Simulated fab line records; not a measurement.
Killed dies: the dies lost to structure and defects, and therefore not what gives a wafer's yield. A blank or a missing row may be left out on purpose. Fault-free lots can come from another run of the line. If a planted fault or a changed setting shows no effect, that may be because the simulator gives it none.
fab line records | flow n5Finfet
[record] lots = 24 wafers = 72 lastDay = 17
route steps=1938 shown MOL_CONTACT_COAG@544 BEOL_M0_SAQP@635
lots with no fault: from the same line, run without faults
startH: hours from the record's opening day to when the first of the lot's shown wafers began | waitH: time in hours since the lot's previous step | " same as the row above | L1.1+2: a single row standing in for several wafers | - no value, or no start was given | * or withheld: withheld | < > ~ a bound
route shown NAME@n: a module of which the file shows steps, and the number in the route of the first | usual: the fault-free wafers' mean and standard deviation | same: alike in all rows | chamber/n: place in a boat | sites: each site's reading | _std_site: standard deviation across them | _edge_site: the outer-site mean with the inner-site mean subtracted | radiusMm: for every site, how far away it sits from the centre of the wafer | mask NAME#n: copy n | behind: tool/chamber where the wafer was last shaped | hold: cause of the lot's hold/its duration in hours/its outcome | device: names the non-switching transistor (n, p or np) | end of line: the tests these same wafers got at the end of their route | for a step that has no rows: nothing shown but its recipe | killed: at the first sort, the dies lost to defects and structure; wafer yield is something else | map: shows each die of a wafer: x if killed, . if not, _ if none is there
set.NAME: the setting the step ran with; set.NAME@STEP: the setting that earlier step ran with | model.NAME: the simulator's own value behind a step, which no gauge read
one table for each step of the route and one row for each wafer, over a sample of lots
services: a tool's chamber out of use, with start hour (startH, from the record's first day; less than 0 if before it), hours out, and reason
[[steps]]
[step N5_MOL_CONTACT_COAG_ALD_20]
[recipe] material = TiN targetThkA = 15 tempC = 400 aldPrecursorFamily = TiCl4 aldCoReactant = NH3 pulseTimeS = 1 purgeTimeS = 3 coReactantPurgeTimeS = 2 coReactantPulseTimeS = 2 aldCycles = 68 pressureTorr = 3
[usual] chamberPressureTorr = 3.000/0.0064 heaterPowerW = 886/84 precursorPulseHeightRel = 1.001/0.021
// columns lot.wafer tool chamber startH waitH chamberPressureTorr heaterPowerW precursorPulseHeightRel
L074.2 aldMetal-01 0 92.64 0.1 2.998 760 0.993
L074.3 " 1 " " 2.993 955 1.001
L074.4 " 3 " " 2.997 865 1.003
L075.4 aldMetal-03 0 95.11 0.1 2.988 1033 1.005
L075.5 " 3 " " 3.008 857 0.988
L075.6 " 0 " " 2.989 1040 1.014
L076.2 aldMetal-03 3 101.40 0.1 2.999 884 1.008
L076.3 " 1 " " 3.005 911 1.000
L076.6 " 0 " " 2.990 1050 1.000
L077.3 aldMetal-01 0 107.31 0.1 3.006 769 0.990
L077.5 " 2 " " 3.004 923 0.979
L077.6 " 1 " " 2.998 968 1.000
L078.2 aldMetal-01 1 115.80 0.1 3.001 974 1.027
L078.3 " 0 " " 2.991 782 1.000
L078.4 " 2 " " 2.994 917 0.976
L079.1 aldMetal-01 1 122.50 0.1 2.998 958 1.001
L079.2 " 0 " " 2.992 770 1.003
L079.6 " 0 " " 3.009 758 0.990
L080.1 aldMetal-01 3 123.93 0.1 3.006 845 0.980
L080.3 " 0 " " 2.984 787 0.974
L080.4 " 1 " " 2.995 994 0.981
L081.1 aldMetal-01 1 132.73 0.1 3.009 949 0.992
L081.3 " 0 " " 3.010 779 1.009
L081.6 " 0 " " 3.005 759 0.987
L082.1 aldMetal-03 0 137.71 0.1 2.995 1044 1.036
L082.3 " 2 " " 3.005 769 1.020
L082.4 " 1 " " 3.008 920 0.988
L083.1 aldMetal-02 0 140.70 0.1 3.006 924 1.022
L083.4 " 2 " " 3.006 787 0.939
L083.5 " 3 " " 3.000 985 0.983
L084.2 aldMetal-01 0 147.95 0.1 3.002 783 1.026
L084.3 " 1 " " 2.999 993 0.991
L084.6 " 1 " " 2.993 966 1.025
L085.2 aldMetal-01 1 157.13 0.1 3.013 961 0.984
L085.4 " 2 " " 3.001 933 0.977
L085.5 " 0 " " 2.991 754 1.053
L086.2 aldMetal-02 2 159.39 0.1 2.999 756 0.983
L086.3 " 3 " " 2.999 946 1.030
L086.6 " 2 " " 3.000 775 0.991
L087.3 aldMetal-01 3 167.63 0.1 2.997 858 0.979
L087.5 " 0 " " 2.989 755 0.987
L087.6 " 1 " " 3.003 978 0.955
L088.1 aldMetal-01 3 173.11 0.1 3.001 865 1.031
L088.5 " 3 " " 3.004 852 0.977
L088.6 " 0 " " 3.001 790 0.981
L089.1 aldMetal-02 2 181.00 0.1 3.001 785 0.980
L089.2 " 0 " " 2.998 942 1.031
L089.3 " 3 " " 3.007 959 0.983
L090.1 aldMetal-01 1 186.27 0.1 2.995 981 1.010
L090.3 " 2 " " 2.995 882 0.995
L090.5 " 1 " " 2.997 970 1.042
L091.2 aldMetal-01 3 189.31 0.1 3.006 867 0.998
L091.5 " 2 " " 3.005 899 0.999
L091.6 " 1 " " 3.000 963 0.981
L092.1 aldMetal-02 3 196.22 0.1 3.003 995 0.994
L092.2 " 1 " " 2.997 819 1.006
L092.4 " 0 " " 3.004 930 0.986
L093.2 aldMetal-03 0 201.32 0.1 3.001 1029 1.017
L093.3 " 3 " " 3.004 888 1.002
L093.4 " 1 " " 3.004 921 0.970
L094.3 aldMetal-01 1 211.82 0.1 2.994 964 1.005
L094.4 " 0 " " 3.006 781 0.987
L094.6 " 1 " " 3.001 948 1.017
L095.2 aldMetal-03 1 214.82 0.1 2.989 917 0.987
L095.5 " 2 " " 2.995 770 1.004
L095.6 " 1 " " 2.995 925 0.999
L096.4 aldMetal-01 2 223.40 0.1 2.995 926 1.028
L096.5 " 1 " " 2.989 954 1.027
L096.6 " 2 " " 3.002 909 0.985
L097.2 aldMetal-01 3 231.04 0.1 3.005 851 0.959
L097.4 " 1 " " 3.000 963 0.999
L097.6 " 1 " " 2.992 1002 1.019
[step N5_MOL_CONTACT_COAG_INSPECT_57]
[recipe] mode = adi inspectInstrument = brightfield
[usual] rawDefectCount = 195/49
// columns lot.wafer tool chamber startH waitH rawDefectCount
L074.2 defectInspect-02 - 102.30 0.0 208
L074.3 " - " " 215
L074.4 " - " " 233
L075.4 defectInspect-01 - 103.69 0.0 185
L075.5 " - " " 186
L075.6 " - " " 172
L076.2 defectInspect-02 - 111.20 0.0 157
L076.3 " - " " 213
L076.6 " - " " 191
L077.3 defectInspect-02 - 114.80 0.0 348
L077.5 " - " " 235
L077.6 " - " " 222
L078.2 defectInspect-01 - 123.87 0.0 185
L078.3 " - " " 125
L078.4 " - " " 224
L079.1 defectInspect-02 - 131.57 0.1 245
L079.2 " - " " 165
L079.6 " - " " 175
L080.1 defectInspect-02 - 132.21 0.1 186
L080.3 " - " " 229
L080.4 " - " " 280
L081.1 defectInspect-02 - 141.68 0.1 280
L081.3 " - " " 172
L081.6 " - " " 221
L082.1 defectInspect-01 - 145.52 0.1 149
L082.3 " - " " 124
L082.4 " - " " 168
L083.1 defectInspect-01 - 149.77 0.1 228
L083.4 " - " " 255
L083.5 " - " " 320
L084.2 defectInspect-01 - 156.11 0.0 246
L084.3 " - " " 255
L084.6 " - " " 312
L085.2 defectInspect-01 - 165.56 0.0 134
L085.4 " - " " 180
L085.5 " - " " 295
L086.2 defectInspect-02 - 169.58 0.0 257
L086.3 " - " " 256
L086.6 " - " " 221
L087.3 defectInspect-01 - 175.76 0.0 199
L087.5 " - " " 238
L087.6 " - " " 259
L088.1 defectInspect-02 - 183.69 0.1 161
L088.5 " - " " 229
L088.6 " - " " 186
L089.1 defectInspect-02 - 189.99 0.1 120
L089.2 " - " " 96
L089.3 " - " " 114
L090.1 defectInspect-02 - 193.81 0.1 176
L090.3 " - " " 105
L090.5 " - " " 128
L091.2 defectInspect-02 - 196.99 0.0 170
L091.5 " - " " 143
L091.6 " - " " 126
L092.1 defectInspect-02 - 204.34 0.1 152
L092.2 " - " " 184
L092.4 " - " " 231
L093.2 defectInspect-01 - 209.95 0.0 180
L093.3 " - " " 113
L093.4 " - " " 191
L094.3 defectInspect-02 - 221.49 0.0 154
L094.4 " - " " 178
L094.6 " - " " 195
L095.2 defectInspect-01 - 222.11 0.0 230
L095.5 " - " " 205
L095.6 " - " " 148
L096.4 defectInspect-01 - 231.09 0.0 170
L096.5 " - " " 176
L096.6 " - " " 138
L097.2 defectInspect-01 - 238.96 0.0 189
L097.4 " - " " 198
L097.6 " - " " 142
[step N5_BEOL_M0_SAQP_PECVD_03]
[recipe] material = SiCN targetThkA = 120 tempC = withheld precursor = 3MS/NH3 pressureTorr = 3 rfW = 202 timeS = 21.1
[usual] chamberPressureTorr = 2.999/0.0066 showerheadPlenumPTorr = 3.662/0.013 throttleValvePct = 9.3/0.39
// columns lot.wafer tool chamber startH waitH chamberPressureTorr showerheadPlenumPTorr throttleValvePct
L074.2 pecvd-01 1 110.75 0.1 2.996 3.669 9.3
L074.3 " 0 " " 2.999 3.666 9.7
L074.4 " 2 " " 3.012 3.657 8.9
L075.4 pecvd-02 1 114.21 0.1 2.988 3.648 8.7
L075.5 " 0 " " 2.999 3.678 9.3
L075.6 " 2 " " 3.013 3.650 9.5
L076.2 pecvd-01 1 119.36 0.1 2.998 3.678 9.5
L076.3 " 2 " " 2.989 3.673 8.8
L076.6 " 0 " " 2.999 3.665 9.6
L077.3 pecvd-03 1 123.04 0.1 2.985 3.650 9.4
L077.5 " 1 " " 2.995 3.650 9.0
L077.6 " 2 " " 2.995 3.669 8.8
L078.2 pecvd-02 2 130.63 0.1 3.003 3.657 9.4
L078.3 " 1 " " 2.980 3.651 9.3
L078.4 " 0 " " 2.992 3.675 9.5
L079.1 pecvd-02 0 139.34 0.1 3.012 3.679 9.3
L079.2 " 1 " " 3.005 3.648 9.3
L079.6 " 2 " " 2.997 3.657 9.1
L080.1 pecvd-03 2 143.08 0.1 3.002 3.671 8.8
L080.3 " 0 " " 3.002 3.675 9.8
L080.4 " 2 " " 3.002 3.674 8.5
L081.1 pecvd-02 2 149.20 0.1 3.002 3.657 9.5
L081.3 " 0 " " 2.995 3.670 9.4
L081.6 " 2 " " 2.996 3.657 9.5
L082.1 pecvd-03 1 152.97 0.1 3.000 3.660 9.1
L082.3 " 2 " " 2.993 3.663 8.7
L082.4 " 0 " " 3.008 3.680 9.7
L083.1 pecvd-01 2 157.65 0.1 3.004 3.669 8.9
L083.4 " 0 " " 3.009 3.667 9.6
L083.5 " 2 " " 3.006 3.668 9.1
L084.2 pecvd-03 0 164.81 0.1 3.013 3.672 9.7
L084.3 " 2 " " 2.991 3.659 8.6
L084.6 " 1 " " 2.995 3.651 9.3
L085.2 pecvd-01 2 173.55 0.1 2.989 3.666 9.0
L085.4 " 0 " " 3.003 3.670 9.5
L085.5 " 2 " " 2.991 3.656 9.0
L086.2 pecvd-03 2 179.67 0.1 3.000 3.668 8.5
L086.3 " 0 " " 2.992 3.673 9.6
L086.6 " 1 " " 3.012 3.655 9.2
L087.3 pecvd-03 2 183.37 0.1 3.009 3.666 8.7
L087.5 " 2 " " 2.997 3.660 8.5
L087.6 " 1 " " 3.000 3.647 9.1
L088.1 pecvd-02 2 192.49 0.1 2.993 3.650 9.3
L088.5 " 0 " " 2.992 3.672 9.3
L088.6 " 1 " " 2.999 3.657 9.3
L089.1 pecvd-03 1 197.27 0.1 2.998 3.649 9.2
L089.2 " 0 " " 2.996 3.677 10.1
L089.3 " 2 " " 2.998 3.667 8.8
L090.1 pecvd-02 0 200.78 0.1 2.994 3.676 9.6
L090.3 " 1 " " 2.995 3.642 9.1
L090.5 " 0 " " 2.994 3.676 9.2
L091.2 pecvd-03 2 205.55 0.1 2.983 3.663 8.8
L091.5 " 0 " " 2.998 3.682 9.9
L091.6 " 2 " " 2.999 3.663 8.9
L092.1 pecvd-03 1 211.47 0.1 2.991 3.640 9.2
L092.2 " 2 " " 2.998 3.657 8.8
L092.4 " 0 " " 2.999 3.673 9.9
L093.2 pecvd-03 2 217.73 0.1 3.004 3.675 9.2
L093.3 " 0 " " 3.006 3.671 9.7
L093.4 " 0 " " 3.008 3.691 10.0
L094.3 pecvd-02 1 228.21 0.1 2.994 3.644 9.1
L094.4 " 0 " " 3.008 3.676 9.3
L094.6 " 1 " " 2.987 3.652 9.4
L095.2 pecvd-01 1 231.68 0.1 2.994 3.663 9.4
L095.5 " 0 " " 3.002 3.672 9.5
L095.6 " 1 " " 2.994 3.674 9.4
L096.4 pecvd-03 2 238.18 0.1 3.001 3.668 9.1
L096.5 " 2 " " 2.999 3.659 8.8
L096.6 " 1 " " 3.005 3.641 9.4
L097.2 pecvd-03 2 246.02 0.1 2.998 3.657 8.8
L097.4 " 1 " " 3.002 3.638 9.2
L097.6 " 0 " " 3.010 3.682 9.9
[step N5_BEOL_M0_SAQP_STRIP_86]
[recipe] chemistry = N2/H2 powerW = 500 tempC = 40 pressureMtorr = 50 rfFrequencyHz = 6e+07 overashFraction = 0.3 biasPowerW = 28 h2Frac = 0.5 n2FlowSccm = 300 h2FlowSccm = 300
[usual] chamberPressureMTorr = 50.01/0.07 drypumpMotorCurrentA = 5.6/0.44 oesProductAu = 0.78/0.089 rfVppV = 121.6/1.8 showerheadPlenumPTorr = 3.31/0.14 throttleValvePct = 19.0/0.46
// columns lot.wafer tool chamber startH waitH chamberPressureMTorr drypumpMotorCurrentA oesProductAu rfHoursCounterH rfVppV showerheadPlenumPTorr throttleValvePct
L074.2 rieDiel-03 3 111.79 0.1 50.04 6.5 0.71 213 122.3 3.19 18.4
L074.3 " 1 " " 49.99 5.0 0.96 6 121.9 3.59 18.7
L074.4 " 0 " " 50.10 6.0 0.69 194 121.6 3.48 18.7
L075.4 rieDiel-02 3 115.52 0.2 49.93 6.0 0.68 237 120.6 3.47 18.7
L075.5 " 0 " " 50.06 5.7 0.76 - 119.3 3.14 19.7
L075.6 " 1 " " 49.92 5.5 0.72 - 121.4 3.31 19.2
L076.2 rieDiel-02 2 120.52 0.1 49.99 5.6 0.87 56 121.8 3.25 19.0
L076.3 " 3 " " 50.05 6.0 0.67 238 124.0 3.47 18.7
L076.6 " 1 " " 50.01 5.5 0.72 - 122.1 3.31 19.2
L077.3 rieDiel-02 2 124.12 0.1 50.10 5.6 0.88 57 121.5 3.25 19.0
L077.5 " 3 " " 49.93 6.0 0.68 - 122.6 3.47 18.7
L077.6 " 2 " " 49.98 5.7 0.87 - 121.4 3.25 19.0
L078.2 rieDiel-02 1 131.78 0.1 50.05 5.4 0.72 216 122.8 3.31 19.2
L078.3 " 2 " " 50.03 5.7 0.86 60 121.6 3.25 19.0
L078.4 " 3 " " 49.88 6.0 0.67 242 122.9 3.46 18.7
L079.1 rieDiel-02 2 140.54 0.1 50.02 5.7 0.87 62 120.4 3.25 19.0
L079.2 " 3 " " 49.97 6.0 0.66 244 123.8 3.46 18.7
L079.6 " 3 " " 50.02 6.0 0.67 - 121.6 3.46 18.8
L080.1 rieDiel-02 2 144.12 0.1 49.99 5.7 0.86 63 122.5 3.25 19.0
L080.3 " 1 " " 50.10 5.5 0.72 219 121.5 3.30 19.2
L080.4 " 3 " " 50.09 6.0 0.66 245 125.4 3.46 18.8
L081.1 rieDiel-02 0 150.23 0.1 49.92 5.7 0.75 132 117.6 3.13 19.7
L081.3 " 1 " " 50.03 5.4 0.71 221 122.4 3.30 19.2
L081.6 " 0 " " 50.01 5.7 0.76 - 121.6 3.13 19.7
L082.1 rieDiel-06 3 154.13 0.1 49.97 4.8 0.86 85 120.4 3.38 18.8
L082.3 " 1 " " 50.02 5.4 0.80 90 124.3 3.50 18.2
L082.4 " 2 " " 49.96 4.8 0.70 220 121.5 3.32 19.3
L083.1 rieDiel-03 0 158.82 0.1 50.00 6.0 0.69 205 122.1 3.47 18.8
L083.4 " 0 " " 50.03 6.0 0.68 - 122.8 3.48 18.8
L083.5 " 2 " " 49.94 5.3 0.88 - 118.5 3.28 18.7
L084.2 rieDiel-06 3 166.05 0.1 50.03 4.7 0.85 89 123.5 3.38 18.8
L084.3 " 2 " " 49.96 4.8 0.69 224 121.1 3.32 19.3
L084.6 " 3 " " 50.06 4.8 0.84 - 121.3 3.38 18.8
L085.2 rieDiel-03 2 174.72 0.1 50.00 5.3 0.85 41 121.2 3.28 18.7
L085.4 " 3 " " 49.92 6.5 0.70 - 119.9 3.18 18.5
L085.5 " 2 " " 49.97 5.3 0.87 - 123.1 3.28 18.7
L086.2 rieDiel-02 3 180.77 0.1 49.92 6.0 0.98 2 122.9 3.46 18.3
L086.3 " 2 " " 49.90 5.7 0.84 75 120.1 3.24 19.0
L086.6 " 0 " " 50.06 5.7 0.73 - 121.1 3.13 19.7
L087.3 rieDiel-02 3 184.55 0.1 50.05 6.0 0.98 3 122.7 3.46 18.3
L087.5 " 2 " " 49.98 5.7 0.84 - 122.2 3.24 19.0
L087.6 " 1 " " 49.93 5.5 0.71 - 121.8 3.30 19.2
L088.1 rieDiel-03 1 193.77 0.1 50.07 5.0 0.89 33 122.5 3.57 18.7
L088.5 " 3 " " 50.22 6.5 0.70 - 116.2 3.17 18.5
L088.6 " 1 " " 50.14 5.0 0.88 - 125.1 3.57 18.7
L089.1 rieDiel-03 3 198.43 0.1 49.86 6.5 0.70 240 118.2 3.17 18.5
L089.2 " 2 " " 49.98 5.3 0.86 51 122.4 3.27 18.7
L089.3 " 1 " " 50.05 5.1 0.88 35 122.2 3.57 18.8
L090.1 rieDiel-02 0 202.27 0.1 49.96 5.7 0.73 148 121.0 3.12 19.8
L090.3 " 3 " " 50.07 6.0 0.97 8 119.7 3.46 18.3
L090.5 " 2 " " 49.98 5.7 0.83 - 122.6 3.24 19.0
L091.2 rieDiel-03 2 206.61 0.1 49.97 5.3 0.86 55 122.9 3.27 18.7
L091.5 " 1 " " 50.18 5.0 0.87 - 124.1 3.57 18.8
L091.6 " 2 " " 49.85 5.3 0.87 - 122.6 3.27 18.7
L092.1 rieDiel-02 1 212.50 0.1 50.02 5.5 0.69 241 122.7 3.29 19.3
L092.2 " 0 " " 50.16 5.7 0.72 151 121.6 3.12 19.7
L092.4 " 3 " " 50.05 6.0 0.95 11 124.0 3.45 18.3
L093.2 rieDiel-06 1 218.76 0.1 49.95 5.4 0.79 109 123.0 3.49 18.3
L093.3 " 2 " " 50.01 4.8 0.68 239 122.3 3.31 19.3
L093.4 " 0 " " 49.92 6.2 0.71 231 123.7 3.20 19.5
L094.3 rieDiel-02 1 229.43 0.1 49.98 5.5 0.69 245 119.8 3.29 19.3
L094.4 " 2 " " 49.98 5.7 0.82 90 120.0 3.23 19.0
L094.6 " 0 " " 50.09 5.7 0.74 - 121.3 3.12 19.7
L095.2 rieDiel-06 0 232.84 0.1 49.90 6.2 0.70 235 120.1 3.20 19.5
L095.5 " 2 " " 49.93 4.8 0.68 - 119.8 3.31 19.4
L095.6 " 3 " " 50.04 4.7 0.82 - 119.1 3.37 18.8
L096.4 rieDiel-02 0 239.41 0.1 50.13 5.7 0.74 158 119.3 3.12 19.7
L096.5 " 3 " " 49.98 6.0 0.92 - 123.0 3.45 18.3
L096.6 " 0 " " 49.97 5.7 0.73 - 121.0 3.12 19.7
L097.2 rieDiel-02 0 247.05 0.1 50.24 5.7 0.73 160 121.9 3.12 19.8
L097.4 " 2 " " 50.04 5.7 0.82 - 122.5 3.23 19.1
L097.6 " 0 " " 50.08 5.7 0.73 - 120.4 3.12 19.7
[step N5_BEOL_M0_SAQP_OVL_MEAS_41]
[recipe] pointsPerWafer = 522
[usual] M0_CUT1_OVL = 0.3/0.74
// columns lot.wafer tool chamber startH waitH M0_CUT1_OVL[nm]
L074.2 overlay-01 0 115.80 0.0 0.3
L074.3 " 0 " " 0.8
L074.4 " 0 " " -0.1
L075.4 overlay-01 0 119.12 0.0 -1.7
L075.5 " 0 " " -0.8
L075.6 " 0 " " -1.9
L076.2 overlay-02 0 123.82 0.0 -1.3
L076.3 " 0 " " -0.5
L076.6 " 0 " " -0.4
L077.3 overlay-02 0 129.00 0.0 1.5
L077.5 " 0 " " 1.3
L077.6 " 0 " " 1.4
L078.2 overlay-01 0 135.27 0.0 0.3
L078.3 " 0 " " 1.3
L078.4 " 0 " " 0.3
L079.1 overlay-02 0 144.12 0.0 1.2
L079.2 " 0 " " -0.2
L079.6 " 0 " " 0.2
L080.1 overlay-01 0 147.46 0.0 0.3
L080.3 " 0 " " 0.1
L080.4 " 0 " " 1.4
L081.1 overlay-02 0 153.78 0.0 0.2
L081.3 " 0 " " 0.5
L081.6 " 0 " " 1.5
L082.1 overlay-02 0 157.71 0.0 0.1
L082.3 " 0 " " 0.4
L082.4 " 0 " " 0.1
L083.1 overlay-02 0 162.14 0.0 0.1
L083.4 " 0 " " 0.8
L083.5 " 0 " " 1.0
L084.2 overlay-01 0 170.32 0.0 -0.4
L084.3 " 0 " " 0.8
L084.6 " 0 " " 0.7
L085.2 overlay-02 0 178.73 0.0 0.0
L085.4 " 0 " " 2.5
L085.5 " 0 " " 0.3
L086.2 overlay-02 0 185.66 0.0 0.7
L086.3 " 0 " " -0.5
L086.6 " 0 " " 0.6
L087.3 overlay-02 0 189.33 0.0 0.7
L087.5 " 0 " " 1.1
L087.6 " 0 " " 0.2
L088.1 overlay-02 0 197.44 0.0 -0.1
L088.5 " 0 " " 0.5
L088.6 " 0 " " -0.2
L089.1 overlay-02 0 201.72 0.0 -0.9
L089.2 " 0 " " -0.6
L089.3 " 0 " " 0.3
L090.1 overlay-01 0 206.04 0.0 0.6
L090.3 " 0 " " 1.0
L090.5 " 0 " " 0.8
L091.2 overlay-02 0 210.16 0.0 0.0
L091.5 " 0 " " 0.6
L091.6 " 0 " " 0.2
L092.1 overlay-01 0 216.31 0.0 0.6
L092.2 " 0 " " -0.6
L092.4 " 0 " " 0.3
L093.2 overlay-02 0 222.95 0.0 0.0
L093.3 " 0 " " 0.2
L093.4 " 0 " " -1.4
L094.3 overlay-01 0 233.07 0.0 0.4
L094.4 " 0 " " 0.2
L094.6 " 0 " " -0.1
L095.2 overlay-01 0 236.72 0.0 0.1
L095.5 " 0 " " 0.1
L095.6 " 0 " " 0.5
L096.4 overlay-01 0 242.83 0.0 1.1
L096.5 " 0 " " 1.3
L096.6 " 0 " " 0.6
L097.2 overlay-02 0 250.40 0.0 1.8
L097.4 " 0 " " 0.3
L097.6 " 0 " " 0.0
[step N5_BEOL_M0_SAQP_DESCUM_45]
[recipe] chemistry = O2 timeS = 7 sourcePowerW = 50 biasPowerW = 20 pressureMtorr = 20 rfFrequencyHz = 2.712e+07 tempC = 40 resist = CAR-EUV o2FlowSccm = 225
[usual] chamberPressureMTorr = 20.004/0.02 drypumpMotorCurrentA = 5.5/0.58 oesProductAu = 0.79/0.088 rfVppV = 242.8/1.7 showerheadPlenumPTorr = 2.08/0.09 throttleValvePct = 20.49/0.25
// columns lot.wafer tool chamber startH waitH chamberPressureMTorr drypumpMotorCurrentA oesProductAu rfHoursCounterH rfVppV showerheadPlenumPTorr throttleValvePct
L074.2 rieDiel-02 2 115.89 0.0 19.993 5.6 0.87 54 243.8 2.04 20.38
L074.3 " 1 " " 20.017 5.4 0.72 210 241.4 2.08 20.93
L074.4 " 3 " " 20.013 6.0 0.67 237 243.6 2.14 20.45
L075.4 rieDiel-03 2 119.46 0.3 19.991 5.3 0.89 - 242.6 2.06 20.51
L075.5 " 3 " " 20.016 6.4 0.70 - 242.1 1.99 20.54
L075.6 " 1 " " 19.999 5.0 0.94 - 244.0 2.23 20.09
L076.2 rieDiel-03 3 123.98 0.1 19.978 6.5 0.71 217 240.6 1.99 20.55
L076.3 " 1 " " 20.017 5.1 0.95 9 244.8 2.23 20.08
L076.6 " 3 " " 19.996 6.5 0.72 - 241.4 1.99 20.55
L077.3 rieDiel-03 0 129.08 0.0 20.014 5.9 0.68 197 245.5 2.18 20.39
L077.5 " 1 " " 19.979 5.1 0.93 - 244.6 2.23 20.08
L077.6 " 0 " " 19.996 5.9 0.67 - 243.1 2.18 20.43
L078.2 rieDiel-06 2 135.35 0.0 20.008 4.7 0.70 212 244.3 2.07 20.74
L078.3 " 0 " " 19.999 6.3 0.72 209 240.2 1.97 20.77
L078.4 " 1 " " 20.019 5.4 0.80 83 246.0 2.19 20.16
L079.1 rieDiel-02 2 144.23 0.1 19.973 5.7 0.85 63 243.0 2.03 20.41
L079.2 " 3 " " 20.035 6.0 0.67 245 243.6 2.14 20.46
L079.6 " 2 " " 19.982 5.7 0.87 - 241.4 2.03 20.43
L080.1 rieDiel-06 3 147.80 0.3 19.995 4.7 0.86 82 243.1 2.11 20.42
L080.3 " 2 " " 20.014 4.7 0.71 217 242.6 2.07 20.74
L080.4 " 0 " " 19.988 6.2 0.72 213 241.7 1.97 20.77
L081.1 rieDiel-02 1 154.01 0.2 19.990 5.4 0.71 222 241.8 2.08 20.96
L081.3 " 0 " " 19.973 5.7 0.75 133 240.1 1.94 20.73
L081.6 " 2 " " 19.959 5.7 0.85 - 241.1 2.03 20.41
L082.1 rieDiel-06 2 157.81 0.0 19.977 4.7 0.69 221 242.9 2.07 20.74
L082.3 " 3 " " 20.014 4.7 0.85 86 243.3 2.11 20.44
L082.4 " 0 " " 19.972 6.2 0.72 217 241.7 1.97 20.78
L083.1 rieDiel-03 0 162.27 0.1 20.025 5.9 0.68 207 243.8 2.18 20.42
L083.4 " 2 " " 19.999 5.3 0.88 - 241.1 2.05 20.55
L083.5 " 0 " " 20.021 5.9 0.68 - 243.8 2.18 20.41
L084.2 rieDiel-03 3 170.40 0.0 20.030 6.5 0.70 228 240.1 1.98 20.56
L084.3 " 2 " " 20.016 5.3 0.88 40 242.9 2.05 20.55
L084.6 " 3 " " 19.999 6.5 0.70 - 242.2 1.98 20.57
L085.2 rieDiel-02 3 178.81 0.0 20.030 6.0 0.99 1 244.1 2.14 20.04
L085.4 " 1 " " 20.033 5.5 0.70 230 242.5 2.07 20.97
L085.5 " 1 " " 19.975 5.4 0.71 - 242.5 2.07 20.98
L086.2 rieDiel-03 2 185.75 0.0 20.026 5.3 0.86 45 243.2 2.05 20.57
L086.3 " 3 " " 19.983 6.5 0.70 234 241.2 1.98 20.57
L086.6 " 3 " " 19.976 6.5 0.69 - 239.2 1.98 20.58
L087.3 rieDiel-03 1 189.58 0.2 20.037 5.0 0.88 31 246.5 2.22 20.12
L087.5 " 1 " " 20.004 5.0 0.89 - 245.7 2.22 20.14
L087.6 " 3 " " 20.004 6.5 0.70 - 239.0 1.98 20.56
L088.1 rieDiel-03 1 197.54 0.0 20.022 5.0 0.89 35 244.9 2.22 20.15
L088.5 " 1 " " 20.003 5.0 0.88 - 245.6 2.22 20.13
L088.6 " 3 " " 20.025 6.5 0.69 - 240.9 1.98 20.61
L089.1 rieDiel-03 2 201.97 0.2 20.005 5.3 0.86 53 243.6 2.05 20.56
L089.2 " 1 " " 19.995 5.0 0.88 37 244.1 2.22 20.13
L089.3 " 3 " " 20.007 6.5 0.70 241 241.9 1.98 20.60
L090.1 rieDiel-03 2 206.14 0.0 19.970 5.3 0.86 55 242.0 2.05 20.59
L090.3 " 3 " " 20.013 6.4 0.70 243 240.4 1.98 20.59
L090.5 " 3 " " 20.008 6.4 0.70 - 240.8 1.98 20.60
L091.2 rieDiel-03 3 210.32 0.1 19.996 6.5 0.70 245 239.9 1.98 20.60
L091.5 " 2 " " 20.030 5.3 0.85 - 241.2 2.05 20.58
L091.6 " 3 " " 20.005 6.5 0.70 - 240.9 1.98 20.59
L092.1 rieDiel-02 0 216.40 0.0 19.968 5.8 0.73 152 240.8 1.93 20.76
L092.2 " 3 " " 20.016 6.0 0.96 12 243.8 2.13 20.07
L092.4 " 1 " " 20.012 5.4 0.70 242 242.2 2.07 20.99
L093.2 rieDiel-06 0 223.21 0.2 20.020 6.2 0.71 233 241.0 1.96 20.80
L093.3 " 2 " " 20.029 4.7 0.69 241 243.0 2.06 20.77
L093.4 " 1 " " 19.992 5.4 0.78 111 245.3 2.18 20.20
L094.3 rieDiel-06 1 233.15 0.0 20.035 5.4 0.78 113 244.4 2.18 20.22
L094.4 " 3 " " 19.992 4.7 0.82 109 242.7 2.10 20.48
L094.6 " 3 " " 20.034 4.8 0.82 - 243.1 2.10 20.47
L095.2 rieDiel-03 3 236.89 0.1 20.003 6.5 0.69 255 239.7 1.97 20.62
L095.5 " 1 " " 20.036 5.0 0.85 - 244.7 2.21 20.15
L095.6 " 3 " " 19.984 6.5 0.69 - 241.3 1.97 20.61
L096.4 rieDiel-06 2 243.02 0.1 19.992 4.7 0.68 246 242.2 2.06 20.78
L096.5 " 0 " " 19.982 6.2 0.70 - 241.3 1.96 20.81
L096.6 " 3 " " 19.989 4.8 0.81 - 245.0 2.10 20.47
L097.2 rieDiel-06 3 250.48 0.0 20.011 4.7 0.81 113 243.8 2.10 20.48
L097.4 " 0 " " 19.994 6.3 0.70 - 241.3 1.96 20.80
L097.6 " 3 " " 20.046 4.7 0.82 - 242.6 2.10 20.46
[[services]]
// columns tool chamber startH hours kind
rieDiel-06 1 70.09 4.3 repair
pecvd-02 1 79.34 13.8 repair
pecvd-03 - 88.57 0.7 repair
rieDiel-06 - 98.98 0.4 repair
pecvd-03 2 101.60 5.5 scheduledDown
aldMetal-02 - 115.13 2.8 pm
rieDiel-03 0 115.96 8.9 repair
pecvd-01 2 126.20 21.6 repair
pecvd-03 - 150.42 1.3 repair
aldMetal-02 0 152.00 9.9 repair
aldMetal-02 1 158.25 28.4 repair
rieDiel-02 3 159.07 - clean
rieDiel-02 3 159.07 - consumableReplace:focusRing
rieDiel-02 3 159.07 16.3 scheduledDown
rieDiel-02 3 159.07 16.3 ventCycle
rieDiel-06 0 163.38 9.6 repair
pecvd-01 - 177.10 1.7 repair
aldMetal-03 - 198.21 2.6 repair
pecvd-03 0 235.17 7.8 repair
pecvd-02 - 236.17 23.9 repair
rieDiel-02 1 245.26 - clean
rieDiel-02 1 245.26 - consumableReplace:focusRing
rieDiel-02 1 245.26 17.8 scheduledDown
rieDiel-02 1 245.26 17.8 ventCycle
[[key]]
fault none
